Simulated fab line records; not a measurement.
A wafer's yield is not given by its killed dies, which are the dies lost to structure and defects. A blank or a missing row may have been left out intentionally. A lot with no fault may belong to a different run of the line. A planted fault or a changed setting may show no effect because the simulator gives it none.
fab line records	flow n5-finfet	part 1 of 2: steps 1 to 16 of 27
[record] lots = 5	wafers = 15	last-day = 17
route steps=1938 shown BEOL_M0_CUTY@714 BEOL_M0@715
lots that met no fault: from a run of the same line without faults
start-h: hours from the record's opening day to when the first of the lot's shown wafers began	wait-h: time in hours since the lot's previous step	" same as the row above	L1.1+2: a row that stands for several wafers	- either no value or no given start	* or withheld: withheld	< > ~ a bound
route shown NAME@n: a module of which the file shows steps, and the number in the route of the first	usual: average and standard deviation across the fault-free wafers	same: alike in all rows	chamber/n: place in a boat	sites: the reading at each site	_std_site: standard deviation across them	_edge_site: inner sites' mean taken away from outer sites' mean	radius-mm: for every site, how far away it sits from the centre of the wafer	mask NAME#n: copy n	behind: the tool/chamber that last shaped the wafer	hold: why the lot went on hold/how many hours it stayed there/how the hold came to an end	device: transistor that didn't switch, given as n, p or np	end of line: tests of these same wafers at the route's end	a step without rows: its recipe alone	killed: not the wafer's yield, but the dies lost to structure and defects at the first sort	map: a wafer's dies, x killed, . not, _ none there
set.NAME: the run value of the setting; set.NAME@STEP: its run value at that earlier step	model.NAME: the simulator's own value behind a step, which no gauge read
lots at some steps of the route; a table a step, a row a wafer
services: when a tool's chamber went out of use (start-h, in hours from the record's first day, below 0 if earlier), for how many hours, and the reason
[[steps]]
[step N5_BEOL_M0_CUTY_STRIP_64]
[recipe] chemistry = N2/H2	temp-c = 40	n2-flow-sccm = 200	h2-flow-sccm = 200	rf-frequency-hz = 6e+07
lot.wafer	tool	chamber	start-h	wait-h
L074.1+4+6	rie-diel-03	1,0,0	115.00	0.1
L083.1+3+4	rie-diel-05	2,0,3	172.54	0.1
L085.3+4+6	rie-diel-06	1,0,1	180.03	0.1
L087.1+3+4	rie-diel-06	2,0,3	192.98	0.1
L088.3+5+6	rie-diel-03	1,0,1	197.46	0.1
[step N5_BEOL_M0_ETCH_138]
[recipe] chemistry = CH3F/O2	target-depth-a = 120	target = SiCN	time-s = 31.6	ion-energy-ev = 120	pressure-mtorr = 30	source-w = 395	bias-w = 75	Ar_flow_sccm = 150	CH3F_flow_sccm = 30	O2_flow_sccm = 20	ends = cleared
[usual] O2_flow_sccm = 20.00/0.06	drypump-motor-current-A = 5.50/0.22	etch-rf-on-time-s = 29.1/0.69	oes-product-au = 0.67/0.062	rf-vpp-V = 297.0/1.5	showerhead-plenum-p-Torr = 1.99/0.064	throttle-valve-pct = 16.26/0.23
lot.wafer	tool	chamber	start-h	wait-h	O2_flow_sccm	drypump-motor-current-A	etch-rf-on-time-s	oes-product-au	rf-hours-counter-h	rf-vpp-V	showerhead-plenum-p-Torr	throttle-valve-pct
L074.1	rie-diel-03	1	115.01	0.0	20.02	5.45	28.3	0.80	17	297.5	2.04	15.85
L074.4	"	0	"	"	19.83	5.45	29.0	0.65	143	296.9	2.00	16.29
L074.6	"	0	"	"	19.90	5.45	29.3	0.64	-	297.9	2.01	16.28
L083.1	rie-diel-05	2	172.55	0.0	20.07	5.92	29.1	0.61	196	296.7	1.99	16.27
L083.3	"	0	"	"	20.00	5.13	29.5	0.63	164	298.5	2.08	16.63
L083.4	"	3	"	"	20.01	5.60	28.8	0.77	-	298.1	2.04	16.11
L085.3	rie-diel-06	1	180.04	0.0	19.92	5.86	28.7	0.68	86	297.9	2.03	15.92
L085.4	"	0	"	"	19.97	5.55	29.1	0.64	181	296.3	1.91	16.52
L085.6	"	1	"	"	19.97	5.88	28.9	0.69	-	296.9	2.03	15.92
L087.1	rie-diel-06	2	192.99	0.0	20.00	5.27	27.8	0.62	197	295.9	1.99	16.18
L087.3	"	0	"	"	19.99	5.54	28.6	0.63	185	296.0	1.91	16.52
L087.4	"	3	"	"	19.90	5.30	29.4	0.67	132	298.1	2.01	16.42
L088.3	rie-diel-03	1	197.47	0.0	19.99	5.42	28.3	0.76	47	297.8	2.03	15.89
L088.5	"	0	"	"	20.00	5.44	30.1	0.62	-	297.6	2.00	16.31
L088.6	"	1	"	"	20.01	5.44	29.6	0.75	-	296.9	2.03	15.89
[step N5_BEOL_M0_HM_OPEN_105]
[recipe] chemistry = Cl2/BCl3	target-depth-a = 120	target = TiN	ion-energy-ev = 150	pressure-mtorr = 10	icp-w = 1000	bias-w = 126	Cl2_flow_sccm = 53.25	bcl3-flow-sccm = 21.75	Ar_flow_sccm = 25
[usual] drypump-motor-current-A = 5.5/0.44	oes-product-au = 0.75/0.11	throttle-valve-pct = 21.88/0.12
lot.wafer	tool	chamber	start-h	wait-h	drypump-motor-current-A	oes-product-au	rf-hours-counter-h	throttle-valve-pct
L074.1	rie-metal-03	1	115.13	0.1	5.4	0.83	29	22.00
L074.4	"	0	"	"	6.0	0.62	-	21.91
L074.6	"	0	"	"	6.0	0.63	-	21.91
L083.1	rie-metal-03	1	173.01	0.4	5.4	0.81	35	22.03
L083.3	"	0	"	"	6.0	0.62	-	21.93
L083.4	"	1	"	"	5.4	0.80	-	22.01
L085.3	rie-metal-03	0	180.23	0.2	6.0	0.63	-	21.90
L085.4	"	1	"	"	5.3	0.82	-	22.01
L085.6	"	1	"	"	5.4	0.81	-	22.01
L087.1	rie-metal-01	1	194.95	1.9	5.0	0.60	129	22.06
L087.3	"	0	"	"	5.0	0.84	-	21.78
L087.4	"	1	"	"	5.0	0.60	-	22.06
L088.3	rie-metal-03	1	200.22	2.7	5.4	0.80	-	22.01
L088.5	"	0	"	"	5.9	0.62	-	21.93
L088.6	"	1	"	"	5.4	0.80	-	22.02
[step N5_BEOL_M0_STRIP_140]
[recipe] chemistry = CF4	resist = SiARC	power-w = 300	bias-power-w = 75	pressure-mtorr = 50	cf4-flow-sccm = 150	rf-frequency-hz = 6e+07
[usual] drypump-motor-current-A = 5.50/0.23	oes-product-au = 0.78/0.073	rf-vpp-V = 271.1/1.6	showerhead-plenum-p-Torr = 1.79/0.054	throttle-valve-pct = 13.55/0.23
lot.wafer	tool	chamber	start-h	wait-h	drypump-motor-current-A	oes-product-au	rf-hours-counter-h	rf-vpp-V	showerhead-plenum-p-Torr	throttle-valve-pct
L074.1	rie-diel-03	0	115.31	0.1	5.44	0.74	143	270.2	1.80	13.55
L074.4	"	1	"	"	5.43	0.92	17	270.2	1.83	13.09
L074.6	"	1	"	"	5.44	0.91	-	272.5	1.83	13.08
L083.1	rie-diel-03	3	173.41	0.4	5.28	0.84	45	272.0	1.83	13.70
L083.3	"	2	"	"	5.59	0.74	143	268.9	1.67	13.66
L083.4	"	0	"	"	5.45	0.73	162	271.9	1.79	13.63
L085.3	rie-diel-03	0	180.83	0.6	5.46	0.73	165	272.9	1.79	13.62
L085.4	"	1	"	"	5.48	0.86	42	270.9	1.82	13.14
L085.6	"	3	"	"	5.32	0.86	-	272.5	1.82	13.72
L087.1	rie-diel-05	2	195.12	0.1	5.91	0.73	204	271.8	1.78	13.55
L087.3	"	3	"	"	5.58	0.89	38	271.9	1.83	13.41
L087.4	"	0	"	"	5.11	0.72	173	274.2	1.86	13.95
L088.3	rie-diel-06	2	200.34	0.1	5.27	0.70	200	271.7	1.78	13.47
L088.5	"	0	"	"	5.53	0.72	-	268.3	1.71	13.75
L088.6	"	3	"	"	5.30	0.78	-	271.8	1.80	13.65
[step N5_BEOL_M0_STRIP_104]
[recipe] chemistry = N2/H2	power-w = 450	temp-c = 40	pressure-mtorr = 20	rf-frequency-hz = 6e+07	overash-fraction = 0.3	bias-power-w = 7	h2-frac = 0.5	n2-flow-sccm = 200	h2-flow-sccm = 200
[usual] drypump-motor-current-A = 5.51/0.23	oes-product-au = 0.79/0.078	rf-vpp-V = 59.2/1.5	showerhead-plenum-p-Torr = 2.53/0.08	throttle-valve-pct = 23.58/0.23
lot.wafer	tool	chamber	start-h	wait-h	drypump-motor-current-A	oes-product-au	rf-hours-counter-h	rf-vpp-V	showerhead-plenum-p-Torr	throttle-valve-pct
L074.1	rie-diel-03	0	115.33	0.0	5.50	0.74	143	62.1	2.55	23.39
L074.4	"	1	"	"	5.46	0.94	17	60.7	2.58	23.27
L074.6	"	1	"	"	5.43	0.93	-	61.3	2.58	23.29
L083.1	rie-diel-03	3	173.43	0.0	5.39	0.86	45	57.2	2.58	23.77
L083.3	"	2	"	"	5.61	0.76	143	61.7	2.33	23.55
L083.4	"	0	"	"	5.46	0.73	162	61.2	2.54	23.45
L085.3	rie-diel-03	0	180.85	0.0	5.45	0.73	165	59.4	2.54	23.46
L085.4	"	1	"	"	5.45	0.88	42	58.0	2.57	23.33
L085.6	"	3	"	"	5.32	0.86	-	59.5	2.58	23.80
L087.1	rie-diel-05	2	195.14	0.0	5.95	0.71	204	59.8	2.52	23.29
L087.3	"	3	"	"	5.60	0.89	38	60.2	2.59	23.49
L087.4	"	0	"	"	5.14	0.74	173	60.5	2.63	23.91
L088.3	rie-diel-06	2	200.36	0.0	5.28	0.70	200	58.0	2.52	23.37
L088.5	"	0	"	"	5.50	0.74	-	60.1	2.41	23.78
L088.6	"	3	"	"	5.30	0.81	-	60.6	2.55	23.88
[step N5_BEOL_M0_WET_ETCH_106]
[recipe] chemistry = DHF	dilution = 10:1	temp-c = 25	target = SiO2	target-depth-a = 1300	dry = ipa-marangoni	rinse-time-s = 30	rinse-temp-c = 23
[usual] bath-heat-duty-pct = 6.3/0.9
lot.wafer	tool	chamber	start-h	wait-h	bath-heat-duty-pct
L074.1	wet-bench-01	0	115.39	-	4.7
L074.4	"	4	"	"	7.2
L074.6	"	7	"	"	5.9
L083.1	wet-bench-01	1	173.50	-	4.6
L083.3	"	3	"	"	6.7
L083.4	"	5	"	"	7.3
L085.3	wet-bench-05	2	180.94	-	6.5
L085.4	"	0	"	"	5.8
L085.6	"	4	"	"	5.6
L087.1	wet-bench-01	6	195.21	-	6.5
L087.3	"	3	"	"	6.4
L087.4	"	4	"	"	7.2
L088.3	wet-bench-01	1	200.43	-	5.0
L088.5	"	0	"	"	5.2
L088.6	"	2	"	"	5.6
[step N5_BEOL_M0_ETCH_128]
[recipe] chemistry = CF4/N2	target-depth-a = 120	overetch-a = 51	target = SiCN	time-s = 21.4	ion-energy-ev = 150	pressure-mtorr = 40	source-w = 430	bias-w = 70	Ar_flow_sccm = 100	cf4-flow-sccm = 60	n2-flow-sccm = 60
[usual] drypump-motor-current-A = 5.49/0.24	oes-product-au = 0.53/0.045	rf-vpp-V = 382.2/1.6	showerhead-plenum-p-Torr = 2.21/0.06	throttle-valve-pct = 15.40/0.23
lot.wafer	tool	chamber	start-h	wait-h	drypump-motor-current-A	oes-product-au	rf-hours-counter-h	rf-vpp-V	showerhead-plenum-p-Torr	throttle-valve-pct
L074.1	rie-diel-06	0	115.60	0.2	5.54	0.52	158	380.2	2.11	15.57
L074.4	"	0	"	"	5.52	0.53	-	381.1	2.11	15.54
L074.6	"	3	"	"	5.32	0.56	-	382.7	2.23	15.48
L083.1	rie-diel-06	2	173.88	0.3	5.26	0.49	191	382.4	2.19	15.27
L083.3	"	3	"	"	5.33	0.54	125	381.6	2.22	15.51
L083.4	"	0	"	"	5.50	0.50	179	379.5	2.11	15.60
L085.3	rie-diel-06	0	181.62	0.7	5.54	0.50	182	379.9	2.10	15.60
L085.4	"	3	"	"	5.30	0.54	128	382.8	2.22	15.52
L085.6	"	3	"	"	5.31	0.54	-	382.0	2.22	15.53
L087.1	rie-diel-05	0	195.27	0.0	5.11	0.50	173	383.5	2.29	15.75
L087.3	"	3	"	"	5.59	0.60	38	383.5	2.25	15.27
L087.4	"	2	"	"	5.89	0.50	204	382.3	2.19	15.38
L088.3	rie-diel-06	2	200.49	0.0	5.27	0.49	200	382.0	2.19	15.28
L088.5	"	0	"	"	5.56	0.52	-	380.6	2.10	15.62
L088.6	"	1	"	"	5.85	0.55	-	382.8	2.23	15.05
[step N5_BEOL_M0_TRENCH_ETCH_107]
[recipe] chemistry = C4F6/O2	target-depth-a = 328	target = SiOC	time-s = 16.4	ion-energy-ev = 250	pressure-mtorr = 30	source-w = 355	bias-w = 185	Ar_flow_sccm = 300	C4F6_flow_sccm = 10	O2_flow_sccm = 10
[usual] O2_flow_sccm = 10.002/0.03	drypump-motor-current-A = 5.49/0.24	oes_o_777_au = 0.78/0.066	oes-product-au = 0.78/0.07	rf-vpp-V = 669/4.7	showerhead-plenum-p-Torr = 2.85/0.074	throttle-valve-pct = 20.83/0.23
lot.wafer	tool	chamber	start-h	wait-h	O2_flow_sccm	drypump-motor-current-A	oes_o_777_au	oes-product-au	rf-hours-counter-h	rf-vpp-V	showerhead-plenum-p-Torr	throttle-valve-pct
L074.1	rie-diel-06	0	115.65	0.0	10.018	5.50	0.75	0.76	158	665	2.73	21.03
L074.4	"	0	"	"	10.027	5.52	0.75	0.76	-	665	2.73	21.02
L074.6	"	3	"	"	9.972	5.32	0.82	0.81	-	672	2.87	20.93
L083.1	rie-diel-06	2	173.92	0.0	10.001	5.28	0.73	0.72	191	673	2.83	20.66
L083.3	"	3	"	"	9.999	5.33	0.80	0.80	125	670	2.86	20.97
L083.4	"	0	"	"	10.037	5.54	0.74	0.74	179	666	2.72	21.05
L085.3	rie-diel-06	0	181.66	0.0	9.978	5.53	0.73	0.73	182	666	2.72	21.07
L085.4	"	3	"	"	10.005	5.30	0.80	0.79	128	672	2.86	20.97
L085.6	"	3	"	"	10.061	5.34	0.80	0.79	-	672	2.86	20.97
L087.1	rie-diel-05	0	195.31	0.0	9.998	5.12	0.75	0.73	173	662	2.94	21.17
L087.3	"	3	"	"	9.924	5.60	0.89	0.89	38	667	2.90	20.72
L087.4	"	2	"	"	10.038	5.89	0.71	0.70	204	675	2.83	20.76
L088.3	rie-diel-06	2	200.53	0.0	10.017	5.27	0.72	0.72	200	672	2.83	20.64
L088.5	"	0	"	"	10.019	5.51	0.73	0.73	-	665	2.72	21.05
L088.6	"	1	"	"	10.036	5.86	0.78	0.79	-	667	2.89	20.51
[step N5_BEOL_M0_STRIP_142]
[recipe] chemistry = N2/H2	time-s = 10	power-w = 450	temp-c = 40	pressure-mtorr = 20	rf-frequency-hz = 6e+07	bias-power-w = 7	n2-flow-sccm = 200	h2-flow-sccm = 200
[usual] drypump-motor-current-A = 5.50/0.24	oes-product-au = 0.78/0.069	rf-vpp-V = 59.2/0.87	showerhead-plenum-p-Torr = 2.54/0.073	throttle-valve-pct = 23.62/0.25
lot.wafer	tool	chamber	start-h	wait-h	drypump-motor-current-A	oes-product-au	rf-hours-counter-h	rf-vpp-V	showerhead-plenum-p-Torr	throttle-valve-pct
L074.1	rie-diel-06	0	115.67	0.0	5.51	0.77	158	57.1	2.42	23.77
L074.4	"	0	"	"	5.50	0.76	-	58.5	2.42	23.75
L074.6	"	3	"	"	5.31	0.82	-	59.1	2.56	23.85
L083.1	rie-diel-06	2	173.94	0.0	5.28	0.72	191	59.2	2.52	23.36
L083.3	"	3	"	"	5.35	0.80	125	59.4	2.55	23.86
L083.4	"	0	"	"	5.52	0.75	179	59.9	2.41	23.79
L085.3	rie-diel-06	0	181.68	0.0	5.52	0.74	182	59.8	2.41	23.75
L085.4	"	3	"	"	5.32	0.79	128	59.3	2.55	23.87
L085.6	"	3	"	"	5.33	0.79	-	58.6	2.55	23.90
L087.1	rie-diel-05	0	195.33	0.0	5.13	0.75	173	61.8	2.63	23.90
L087.3	"	3	"	"	5.61	0.90	38	58.6	2.59	23.49
L087.4	"	2	"	"	5.91	0.71	204	60.9	2.52	23.31
L088.3	rie-diel-06	2	200.55	0.0	5.31	0.72	200	60.2	2.52	23.37
L088.5	"	0	"	"	5.52	0.74	-	58.5	2.41	23.79
L088.6	"	1	"	"	5.87	0.79	-	59.1	2.56	23.39
[step N5_BEOL_M0_OCD_MEAS_108]
[usual] trench-depth-nm = 32.7/0.58
lot.wafer	tool	chamber	start-h	wait-h	trench-depth-nm
L074.1	ocd-01	-	115.75	0.1	32.3
L074.4	"	-	"	"	32.6
L074.6	"	-	"	"	32.9
L083.1	ocd-02	-	174.02	0.1	32.7
L083.3	"	-	"	"	32.5
L083.4	"	-	"	"	32.5
L085.3	ocd-02	-	181.77	0.1	32.4
L085.4	"	-	"	"	32.5
L085.6	"	-	"	"	32.5
L087.1	ocd-02	-	195.41	0.1	32.1
L087.3	"	-	"	"	32.3
L087.4	"	-	"	"	31.0
L088.3	ocd-02	-	200.64	0.1	32.2
L088.5	"	-	"	"	31.8
L088.6	"	-	"	"	33.0
[step N5_BEOL_M0_HM_STRIP_129]
[recipe] chemistry = peroxide-tin-strip	material = TiN	target-depth-a = 170	temp-c = 50	time-s = 108
[usual] bath-heat-duty-pct = 7.2/1
lot.wafer	tool	chamber	start-h	wait-h	bath-heat-duty-pct
L074.1	wet-bench-01	7	115.78	0.0	6.7
L074.4	"	3	"	"	8.8
L074.6	"	0	"	"	6.2
L083.1	wet-bench-05	0	174.08	0.1	6.1
L083.3	"	6	"	"	8.5
L083.4	"	5	"	"	7.2
L085.3	wet-bench-01	6	181.80	0.0	6.4
L085.4	"	2	"	"	7.4
L085.6	"	1	"	"	5.9
L087.1	wet-bench-06	4	195.44	0.0	9.4
L087.3	"	2	"	"	7.6
L087.4	"	1	"	"	6.0
L088.3	wet-bench-01	5	200.71	0.1	7.8
L088.5	"	3	"	"	8.1
L088.6	"	4	"	"	8.4
[step N5_BEOL_M0_SRD_130]
[recipe] time-s = 30	temp-c = 23	rinse-liquid = diw	dry = ipa-marangoni
[usual] bath-heat-duty-pct = 3.7/0.6	do-supply-ppb = 10.02/0.092
lot.wafer	tool	chamber	start-h	wait-h	bath-heat-duty-pct	do-supply-ppb
L074.1	wet-bench-01	7	115.81	0.0	3.1	10.09
L074.4	"	3	"	"	4.1	10.16
L074.6	"	0	"	"	3.8	9.89
L083.1	wet-bench-05	0	174.11	0.0	3.7	10.08
L083.3	"	6	"	"	4.5	9.97
L083.4	"	5	"	"	4.0	10.10
L085.3	wet-bench-01	6	181.87	0.0	4.2	10.04
L085.4	"	2	"	"	4.0	9.90
L085.6	"	1	"	"	2.2	9.79
L087.1	wet-bench-06	4	195.48	0.0	5.1	9.93
L087.3	"	2	"	"	4.0	10.17
L087.4	"	1	"	"	3.1	10.10
L088.3	wet-bench-01	5	200.74	0.0	4.7	10.00
L088.5	"	3	"	"	3.8	9.95
L088.6	"	4	"	"	4.9	10.13
[step N5_BEOL_M0_ETCH_109]
[recipe] chemistry = CH3F/O2	target-depth-a = 80	overetch-a = 24	target = SiCN	time-s = 27.4	ion-energy-ev = 120	pressure-mtorr = 30	source-w = 395	bias-w = 75	Ar_flow_sccm = 150	CH3F_flow_sccm = 30	O2_flow_sccm = 20
[usual] O2_flow_sccm = 20.00/0.061	drypump-motor-current-A = 5.51/0.23	oes-product-au = 0.67/0.062	rf-vpp-V = 297.2/1.6	showerhead-plenum-p-Torr = 2.00/0.068	throttle-valve-pct = 16.29/0.23
lot.wafer	tool	chamber	start-h	wait-h	O2_flow_sccm	drypump-motor-current-A	oes-product-au	rf-hours-counter-h	rf-vpp-V	showerhead-plenum-p-Torr	throttle-valve-pct
L074.1	rie-diel-03	0	116.01	0.2	19.88	5.43	0.64	144	298.4	2.01	16.29
L074.4	"	1	"	"	20.05	5.43	0.80	17	297.2	2.04	15.85
L074.6	"	3	"	"	20.02	5.30	0.76	-	297.7	2.03	16.40
L083.1	rie-diel-05	2	174.16	0.0	19.91	5.91	0.62	197	296.7	1.99	16.26
L083.3	"	3	"	"	19.95	5.60	0.78	30	298.5	2.04	16.10
L083.4	"	0	"	"	19.91	5.12	0.64	-	299.5	2.08	16.62
L085.3	rie-diel-03	0	181.93	0.0	20.02	5.43	0.62	166	296.0	2.00	16.31
L085.4	"	2	"	"	20.02	5.60	0.65	147	293.3	1.84	16.36
L085.6	"	2	"	"	19.96	5.59	0.64	-	294.4	1.84	16.38
L087.1	rie-diel-03	3	195.52	0.0	19.93	5.29	0.71	53	298.1	2.03	16.46
L087.3	"	0	"	"	20.06	5.45	0.61	170	298.1	2.00	16.31
L087.4	"	1	"	"	19.91	5.46	0.73	46	298.4	2.03	15.89
L088.3	rie-diel-06	0	200.79	0.0	20.00	5.50	0.63	187	295.4	1.91	16.51
L088.5	"	0	"	"	20.02	5.49	0.64	-	295.5	1.91	16.53
L088.6	"	1	"	"	19.98	5.87	0.68	-	297.8	2.03	15.92
[step N5_BEOL_M0_STRIP_139]
[recipe] chemistry = post-etch-residue-remover	time-s = 60	temp-c = 25	remover-ph = withheld	remover-water-wt-pct = withheld	remover-fluoride-wt-pct = withheld
lot.wafer	tool	chamber	start-h	wait-h
L074.1+4+6	wet-bench-01	4,5,3	116.11	0.1
L083.1+3+4	wet-bench-01	7,6,0	174.41	0.2
L085.3+4+6	wet-bench-06	6,3,4	182.03	0.1
L087.1+3+4	wet-bench-01	7,2,3	195.65	0.1
L088.3+5+6	wet-bench-01	2,4,7	200.89	0.1
[step N5_BEOL_M0_SRD_111]
[recipe] time-s = 30	temp-c = 23	rinse-liquid = diw	dry = ipa-marangoni
[usual] bath-heat-duty-pct = 3.6/0.55	do-supply-ppb = 10.02/0.1
lot.wafer	tool	chamber	start-h	wait-h	bath-heat-duty-pct	do-supply-ppb
L074.1	wet-bench-01	4	116.13	0.0	3.6	9.95
L074.4	"	5	"	"	3.4	9.78
L074.6	"	3	"	"	4.5	9.86
L083.1	wet-bench-01	7	174.45	0.0	3.8	10.16
L083.3	"	6	"	"	3.7	10.06
L083.4	"	0	"	"	3.4	9.75
L085.3	wet-bench-06	6	182.05	0.0	4.6	10.15
L085.4	"	3	"	"	3.3	9.98
L085.6	"	4	"	"	4.4	9.99
L087.1	wet-bench-01	7	195.67	0.0	2.8	10.06
L087.3	"	2	"	"	4.4	10.23
L087.4	"	3	"	"	4.0	9.99
L088.3	wet-bench-01	2	200.91	0.0	3.1	10.08
L088.5	"	4	"	"	3.6	9.98
L088.6	"	7	"	"	3.8	10.11
[step N5_BEOL_M0_DEGAS_112]
[recipe] ambient = vacuum	temp-c = 250	time-s = 60
[usual] heater-power-w = 313/48
lot.wafer	tool	chamber	start-h	wait-h	heater-power-w
L074.1	pvd-sputter-02	-	116.21	0.1	285
L074.4	"	-	"	"	321
L074.6	"	-	"	"	286
L083.1	pvd-sputter-03	-	175.94	1.5	273
L083.3	"	-	"	"	396
L083.4	"	-	"	"	243
L085.3	pvd-sputter-01	-	183.69	1.6	284
L085.4	"	-	"	"	354
L085.6	"	-	"	"	314
L087.1	pvd-sputter-01	-	195.87	0.2	358
L087.3	"	-	"	"	288
L087.4	"	-	"	"	303
L088.3	pvd-sputter-03	-	201.30	0.4	402
L088.5	"	-	"	"	272
L088.6	"	-	"	"	406
